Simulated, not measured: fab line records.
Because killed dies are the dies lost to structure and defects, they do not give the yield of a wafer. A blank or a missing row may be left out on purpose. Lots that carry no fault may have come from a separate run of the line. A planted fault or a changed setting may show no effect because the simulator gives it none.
Matching of chambers | flow n5Finfet | N5_BEOL_M0_CO_CAP_123 on cvdCo-01 has 3 sister chambers
The step material Co, precursor CCTBA/H2, target thk 2 nm, time 102.1 s. 6 wafers are shown with their chamber, then 12 later ones without.

EACH WAFER AND ITS CHAMBER
wafer  | chamber | heaterPowerW (W)
L080.3 | 1       | 208
L084.6 | 1       | 207
L087.3 | 2       | 306
L090.4 | 0       | 246
L090.5 | 0       | 247
L090.6 | 2       | 307

WAFERS WITHOUT THEIR CHAMBER
wafer  | heaterPowerW (W)
L093.1 | 254
L093.4 | 252
L093.5 | 239
L095.4 | 247
L095.5 | 245
L095.6 | 307
L096.1 | 236
L096.3 | 305
L096.5 | 313
L097.2 | 250
L097.4 | 212
L097.5 | 300

WHICH CHAMBER EACH WENT THROUGH
wafer  | from the rows above | in truth
L093.1 | 0                   | 0
L093.4 | 0                   | 0
L093.5 | 0                   | 0
L095.4 | 0                   | 0
L095.5 | 0                   | 0
L095.6 | 2                   | 2
L096.1 | 0                   | 0
L096.3 | 2                   | 2
L096.5 | 2                   | 2
L097.2 | 0                   | 0
L097.4 | 1                   | 1
L097.5 | 2                   | 2
Correctly placed: 12 of 12. Number that these rows cannot place: 0. Placed wrongly: 0.
How it was worked out, from the rows above alone: a wafer's distance from a chamber is the root of the sum, over the readings, of the square of ((its reading less the chamber's mean) divided by the reading's scatter). If the next closest chamber is less than 2 further off than the closest, the wafer can't be placed; otherwise it belongs to the closest. The mean given for a chamber averages the wafers shown for that chamber. The scatter: take each reading less its chamber's mean, square it, sum over the shown wafers, divide by the number of wafers less the number of chambers, and take the root.
